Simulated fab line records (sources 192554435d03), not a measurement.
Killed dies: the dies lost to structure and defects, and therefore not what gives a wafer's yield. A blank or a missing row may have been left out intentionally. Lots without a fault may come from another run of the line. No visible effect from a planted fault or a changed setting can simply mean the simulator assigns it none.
What tool caused it?	flow n5 finfet	10 lots with 30 wafers sampled at 5 steps, on a route of 1938 steps

WHAT THE GAUGES SHOWED, per wafer
N5_SPACER0_INSPECT_04: inspects for defects (darkfield).
lot	measured	on	raw defect count
L630	day 3 07:32	defect inspect-01	141 141 139
L631	day 3 14:32	defect inspect-02	107 81 84
L632	day 3 19:13	defect inspect-02	154 142 186
L636	day 4 21:56	defect inspect-01	138 116 211
L637	day 5 04:18	defect inspect-01	158 222 225
L639	day 5 16:22	defect inspect-02	96 73 114
L648	day 7 19:29	defect inspect-01	224 231 179
L649	day 8 05:17	defect inspect-02	133 112 114
L650	day 8 07:49	defect inspect-02	134 153 152
L652	day 8 18:35	defect inspect-02	171 133 110

N5_BEOL_M4_RC_MEAS_101.
lot	measured	on	DIBL_N (mV/V)	DIBL_P (mV/V)	IOFF_N (nA/um)	IOFF_P (nA/um)	ION_N (uA/um)	ION_P (uA/um)	SS_N (mV/dec)	SS_P (mV/dec)	VT_N (mV)	VT_P (mV)
L630	day 8 03:50	prober-01	36.7 36.5 37.9	33.8 35.5 37.1	0.139 0.153 0.177	0.18 0.22 0.24	656 675 671	449 461 466	71.5 70.7 71.4	72.7 72.4 73.3	254 249 248	-253 -250 -248
L631	day 8 05:18	prober-02	38.9 41.3 37.0	38.1 39.3 35.2	0.199 0.236 0.152	0.26 0.28 0.21	689 693 676	468 476 465	71.2 71.6 70.1	73.4 74.2 72.7	245 246 252	-249 -244 -249
L632	day 8 22:53	prober-01	36.8 39.9 39.2	34.9 38.3 38.4	0.133 0.198 0.181	0.21 0.25 0.25	655 687 683	459 467 464	71.6 72.0 71.8	73.7 73.9 73.7	252 247 248	-252 -249 -252
L636	day 10 08:22	prober-01	34.1 38.1 35.6	33.3 39.7 35.3	0.108 0.193 0.132	0.13 0.22 0.16	658 688 674	448 467 458	70.8 71.8 71.5	72.8 74.8 73.4	258 247 253	-261 -251 -253
L637	day 10 08:34	prober-02	36.9 36.9 36.3	34.1 34.5 34.2	0.151 0.152 0.139	0.18 0.19 0.19	681 680 669	453 468 464	72.2 71.7 71.5	73.2 73.0 73.0	251 251 251	-255 -255 -251
L639	day 10 16:03	prober-01	38.4 35.7 38.5	38.2 35.4 37.9	0.192 0.151 0.189	0.23 0.20 0.23	686 686 682	466 472 467	72.0 72.2 72.3	73.5 73.9 73.2	248 253 249	-249 -250 -250
L648	day 12 21:31	prober-01	36.0 36.4 37.2	36.9 37.4 37.1	0.172 0.175 0.193	0.20 0.21 0.21	681 680 684	468 466 462	72.0 71.5 72.3	73.3 73.0 73.7	247 249 248	-250 -248 -247
L649	day 13 18:13	prober-02	35.5 33.3 32.5	34.6 32.0 31.6	0.143 0.106 0.095	0.17 0.14 0.14	661 646 644	452 449 448	71.1 71.1 70.4	73.7 71.9 72.4	252 258 255	-251 -256 -253
L650	day 13 16:52	prober-01	35.5 37.1 37.3	34.9 37.8 36.7	0.136 0.177 0.158	0.17 0.21 0.20	653 669 661	444 451 451	71.0 71.6 71.6	72.5 73.4 72.5	253 249 251	-254 -251 -252
L652	day 13 18:51	prober-01	35.6 35.7 34.8	34.2 34.9 32.8	0.128 0.124 0.117	0.16 0.16 0.14	659 668 654	445 458 447	71.3 71.0 71.2	73.0 73.4 72.5	255 254 256	-257 -258 -261

EACH LOT AND THE TOOL THAT RAN IT (in order: tool; ch and the chambers of the sampled wafers; start)
lot	N5_SD_EPI_N_SD_RECESS_17	N5_SD_EPI_N_STRIP_18	N5_SD_EPI_N_VAPOR_ETCH_50
L630	rie si-01 ch 0,2,3, day 3 09:19	wet bench-01 ch 0,3,7, day 3 09:32	epi rpcvd-02 ch 0, day 3 10:13
L631	rie si-03 ch 0,1,2, day 3 17:21	wet bench-03 ch 4,6,7, day 3 17:32	epi rpcvd-04 ch 0, day 3 18:17
L632	rie si-01 ch 0,3, day 3 22:28	wet bench-01 ch 1,2,6, day 3 22:40	epi rpcvd-04 ch 0, day 3 23:26
L636	rie si-03 ch 1,2, day 4 23:21	wet bench-06 ch 0,1,5, day 4 23:32	epi rpcvd-04 ch 0, day 5 00:17
L637	rie si-03 ch 0,2,3, day 5 05:38	wet bench-06 ch 2,4,7, day 5 05:50	epi rpcvd-02 ch 0, day 5 06:27
L639	rie si-03 ch 1,3, day 5 17:48	wet bench-01 ch 0,1,4, day 5 17:59	epi rpcvd-02 ch 0, day 5 18:38
L648	rie si-02 ch 0,1,3, day 7 21:02	wet bench-01 ch 0,6,7, day 7 21:13	epi rpcvd-02 ch 0, day 7 21:57
L649	rie si-01 ch 1,2, day 8 06:21	wet bench-06 ch 0,2,5, day 8 06:32	epi rpcvd-02 ch 0, day 8 07:11
L650	rie si-01 ch 1,3, day 8 09:00	wet bench-06 ch 1,2,3, day 8 09:11	epi rpcvd-03 ch 0, day 8 09:55
L652	rie si-02 ch 1,2,3, day 8 19:41	wet bench-03 ch 1,2,7, day 8 19:53	epi rpcvd-04 ch 0, day 8 20:32
- N5_SD_EPI_N_SD_RECESS_17: chemistry HBr/Cl2/O2, target depth 41 nm, time 23.7 s, bt time 3 s.
- N5_SD_EPI_N_STRIP_18: strips in SPM, time 750 s.
- N5_SD_EPI_N_VAPOR_ETCH_50: etches Si in HCl, time 54 s.

AS READ BY THE TOOLS THEMSELVES (means over the sampled wafers that have a number; for cases with no such wafer, the mark the record gives instead)
N5_SD_EPI_N_SD_RECESS_17.
lot	tool	HBr_flow_sccm (sccm)	chamber pressure mTorr (mTorr)	drypump motor current A (A)	oes product au (a.u.)	throttle valve pct (%)
L630	rie si-01	150.0	9.998	6.1	0.996	37.10
L631	rie si-03	150.2	9.991	5.4	0.996	37.06
L632	rie si-01	150.1	10.003	6.1	0.990	37.04
L636	rie si-03	150.2	9.998	5.3	0.979	36.91
L637	rie si-03	150.1	9.991	5.4	1.004	36.97
L639	rie si-03	150.1	9.996	5.7	1.010	36.99
L648	rie si-02	149.7	9.995	5.7	0.999	37.08
L649	rie si-01	149.8	10.001	6.1	0.998	37.09
L650	rie si-01	149.8	9.990	6.2	0.987	36.99
L652	rie si-02	149.6	10.003	5.6	0.986	37.10

N5_SD_EPI_N_STRIP_18.
lot	tool	bath guard temp C (C)	bath heat duty pct (%)
L630	wet bench-01	130.1	14.0
L631	wet bench-03	130.2	15.8
L632	wet bench-01	130.1	14.3
L636	wet bench-06	129.8	12.8
L637	wet bench-06	130.4	15.9
L639	wet bench-01	130.2	15.0
L648	wet bench-01	-	-
L649	wet bench-06	-	-
L650	wet bench-06	-	-
L652	wet bench-03	129.7	16.4

N5_SD_EPI_N_VAPOR_ETCH_50.
lot	tool	susceptor temp C (C)	throttle valve pct (%)
L630	epi rpcvd-02	775.2	12.5
L631	epi rpcvd-04	775.0	11.6
L632	epi rpcvd-04	775.1	11.8
L636	epi rpcvd-04	774.9	11.6
L637	epi rpcvd-02	774.9	12.3
L639	epi rpcvd-02	775.0	12.4
L648	epi rpcvd-02	775.1	12.5
L649	epi rpcvd-02	775.1	12.3
L650	epi rpcvd-03	775.3	12.3
L652	epi rpcvd-04	774.8	11.8

THE ANSWER, worked out from the rows above alone
Rule: the lots themselves supply what counts as usual. Put in order of their means at a reading, lots are off if they are a third of the lots or fewer, leave a main group of 4 or more, and stand apart from it by a gap of 3 or more times the standard deviation of the main group's means; of several such gaps the widest counts. A main group is skipped when, at the precision printed for the reading in the tables above, its means are all equal. A lot without any number at a reading at which 4 lots or more have one is off too. Where the step has rows for the other lots, those lots are counted as sound. The gauges are gone through in route order, then the tools' own readings, and for those a lot's mean is taken as printed above. At the first step where some lot is off, the reading lying furthest off is the one used; lots without a number count as furthest.
Off: L648, L649, L650 (N5_SD_EPI_N_STRIP_18, bath guard temp C). Without a number there: L648, L649, L650. Main group: mean 130.1 C, sd 0.22.
If a tool, at that step or one of the process steps before it, ran each lot that is off and ran no sound lot following the first of them, it fits. Of those tried, none fits.

WHAT WAS PUT IN BY THE SIMULATOR
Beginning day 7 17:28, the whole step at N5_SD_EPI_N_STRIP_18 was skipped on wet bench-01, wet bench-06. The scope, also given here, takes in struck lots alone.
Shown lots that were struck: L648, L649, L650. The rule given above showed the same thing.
